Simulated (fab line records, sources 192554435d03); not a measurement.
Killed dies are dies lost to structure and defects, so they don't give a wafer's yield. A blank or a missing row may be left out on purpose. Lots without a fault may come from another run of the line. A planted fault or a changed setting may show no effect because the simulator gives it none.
Chamber matching | flow n5_finfet | N5_BEOL_M6_ETCH_65 on rie_diel-03: 4 sister chambers
The step etches SiARC in CF4, target depth 15.6 nm, time 26 s. 16 wafers are shown with their chamber, then 8 later ones without.

WAFERS WITH THEIR CHAMBER
wafer  | chamber | showerhead_plenum_p_Torr (Torr) | drypump_motor_current_A (A) | throttle_valve_pct (%)
L074.4 | 3       | 2.13                            | 5.5                         | 15.96
L074.5 | 1       | 2.05                            | 5.4                         | 15.23
L074.6 | 2       | 2.26                            | 5.8                         | 15.27
L076.1 | 0       | 2.20                            | 5.6                         | 15.92
L076.3 | 2       | 2.26                            | 5.8                         | 15.29
L076.5 | 1       | 2.05                            | 5.4                         | 15.23
L078.1 | 1       | 2.05                            | 5.4                         | 15.26
L078.3 | 0       | 2.19                            | 5.7                         | 15.93
L078.5 | 1       | 2.05                            | 5.4                         | 15.26
L085.2 | 2       | 2.25                            | 5.8                         | 15.31
L085.4 | 0       | 2.19                            | 5.7                         | 15.46
L085.5 | 1       | 2.04                            | 5.4                         | 15.27
L087.1 | 1       | 2.04                            | 5.5                         | 15.28
L087.2 | 2       | 2.25                            | 5.8                         | 15.33
L087.3 | 0       | 2.19                            | 5.7                         | 15.46
L088.1 | 0       | 2.19                            | 5.7                         | 15.45

SIGNATURES (means of the wafers above)
reading                  | chamber 0 | chamber 1 | chamber 2 | chamber 3 | scatter within a chamber
showerhead_plenum_p_Torr | 2.1920    | 2.0467    | 2.2550    | 2.1300    | 0.00511
drypump_motor_current_A  | 5.680     | 5.417     | 5.800     | 5.500     | 0.0369
throttle_valve_pct       | 15.6440   | 15.2550   | 15.3000   | 15.9600   | 0.149
Rule: a wafer's distance from a chamber is the root of the sum, over the readings, of the square of ((its reading less the chamber's mean) divided by the reading's scatter). The wafer belongs to the nearest chamber; if the next one is less than 2 further off, it can't be placed. The scatter: the root of (the sum of the squares of (reading less its chamber's mean) over the shown wafers, divided by (wafers less chambers)).

WAFERS WITHOUT THEIR CHAMBER
wafer  | showerhead_plenum_p_Torr (Torr) | drypump_motor_current_A (A) | throttle_valve_pct (%)
L088.4 | 2.12                            | 5.5                         | 16.01
L088.5 | 2.04                            | 5.4                         | 15.30
L090.3 | 2.12                            | 5.5                         | 16.02
L090.4 | 2.25                            | 5.7                         | 15.35
L090.6 | 2.25                            | 5.8                         | 15.35
L095.1 | 2.18                            | 5.6                         | 15.52
L095.4 | 2.24                            | 5.8                         | 15.36
L095.5 | 2.03                            | 5.4                         | 15.31

WHICH CHAMBER EACH WENT THROUGH
wafer  | from the rows above | in truth
L088.4 | 3                   | 3
L088.5 | 1                   | 1
L090.3 | 3                   | 3
L090.4 | 2                   | 2
L090.6 | 2                   | 2
L095.1 | 0                   | 0
L095.4 | 2                   | 2
L095.5 | 1                   | 1
Placed correctly: 8 of 8. Can't be placed from these rows: 0. Placed wrongly: 0.
